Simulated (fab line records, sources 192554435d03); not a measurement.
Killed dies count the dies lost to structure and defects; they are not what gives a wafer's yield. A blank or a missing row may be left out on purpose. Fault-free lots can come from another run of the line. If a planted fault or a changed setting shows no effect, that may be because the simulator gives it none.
Lot-split experiment | flow n5 finfet | 21 wafers read across 7 lots, on a route 1938 steps long

== THE SPLIT ==
At N5_PASSIVATION_SPUTTER_20 (material TaN, target thk 50 nm), the setting target thk a was moved away from the recipe's 500 angstrom on 7 of the 21 wafers read, by -10.8% to +7.2%. All remaining wafers had this setting at the recipe value.

The reading is taken at the split's own step.

== THE READING ==
TaN_of_PASSIVATION_SPUTTER_20.thk nm (the simulator's own value, which no gauge read), in nm, at N5_PASSIVATION_SPUTTER_20 (material TaN, target thk 50 nm). The file gives no usual value for it. Across the 14 wafers here that went through the recipe, the average is 49.7 nm and the standard deviation 0.66 nm.

wafer  | tool, chamber at the split | target thk a as run, angstrom | against the recipe | TaN_of_PASSIVATION_SPUTTER_20.thk nm, nm | against lot-mates on the recipe
L085.1 | pvd sputter-03, -          | 446.1                         | -10.8%             | 44.8                                     | no lot-mate on the recipe
L085.2 | pvd sputter-03, -          | 446.1                         | -10.8%             | 44.8                                     | no lot-mate on the recipe
L085.6 | pvd sputter-03, -          | 446.1                         | -10.8%             | 44.4                                     | no lot-mate on the recipe
L088.1 | pvd sputter-02, -          | 500                           | recipe             | 49.8                                     | -
L088.2 | pvd sputter-02, -          | 500                           | recipe             | 51                                       | -
L088.3 | pvd sputter-02, -          | 500                           | recipe             | 50.2                                     | -
L086.1 | pvd sputter-02, -          | 469.5                         | -6.1%              | 46                                       | -2.8
L086.5 | pvd sputter-02, -          | 469.5                         | -6.1%              | 46                                       | -2.8
L086.2 | pvd sputter-02, -          | 500                           | recipe             | 48.8                                     | -
L090.1 | pvd sputter-01, -          | 500                           | recipe             | 49.8                                     | -
L090.2 | pvd sputter-01, -          | 500                           | recipe             | 50                                       | -
L090.3 | pvd sputter-01, -          | 500                           | recipe             | 50.4                                     | -
L091.3 | pvd sputter-02, -          | 536.1                         | +7.2%              | 52.6                                     | +3.8
L091.4 | pvd sputter-02, -          | 500                           | recipe             | 49                                       | -
L091.6 | pvd sputter-02, -          | 500                           | recipe             | 48.6                                     | -
L094.2 | pvd sputter-01, -          | 500                           | recipe             | 49.8                                     | -
L094.5 | pvd sputter-01, -          | 530.4                         | +6.1%              | 53.4                                     | +3.4
L094.6 | pvd sputter-01, -          | 500                           | recipe             | 50.2                                     | -
L096.3 | pvd sputter-03, -          | 500                           | recipe             | 49.2                                     | -
L096.4 | pvd sputter-03, -          | 500                           | recipe             | 49.4                                     | -
L096.5 | pvd sputter-03, -          | 500                           | recipe             | 49                                       | -

FIT RESULTS
A straight line over all 21 wafers: TaN_of_PASSIVATION_SPUTTER_20.thk nm changes by +0.487 nm for each +1% of target thk a; r = +0.96; the points scatter about the line by 0.66 nm.
The same after taking each lot's own level away (the mean of its wafers on the recipe; 18 wafers): +0.503 nm for each +1%; r = +0.98; scatter 0.3 nm.
Per that fit: largest target thk a move, reading shift of 5.4 nm.
The span of the lots' own levels, 48.80 to 50.33 nm, comes to 2.3 times the standard deviation stated above.
The two slopes are in agreement: the lot-to-lot level therefore moves the slope only a little.
Check: with one of the wafers moved furthest among these (+7.2%) left out of the fit, the line predicts +3.62 nm for it against its lot-mates. Against them it came out at +3.8 nm.

== THESE WAFERS: OTHER SPLITS ==
Before the reading, these wafers also passed through other splits. Each is held against what the fit with the lots' levels taken away leaves over:
other split on the same wafers      | wafers away from the commonest value | r with TaN_of_PASSIVATION_SPUTTER_20.thk nm (lot level and that fit taken away)
N5_BEOL_M13_TRENCH_ETCH_34 time s   | 7                                    | +0.16
N5_BEOL_M14_SPUTTER_43 power w      | 8                                    | +0.33
N5_BEOL_M15_ILD_DEP_00 time s       | 10                                   | +0.09
N5_BEOL_M15_EXPOSE_07 dose mj       | 8                                    | -0.11
N5_BEOL_M15_STRIP_63 pressure mtorr | 15                                   | -0.03

== THE FILE'S OWN FIT ==
TaN_of_PASSIVATION_SPUTTER_20.thk nm changes by +0.516 nm for each +1% of target thk a, r = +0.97.
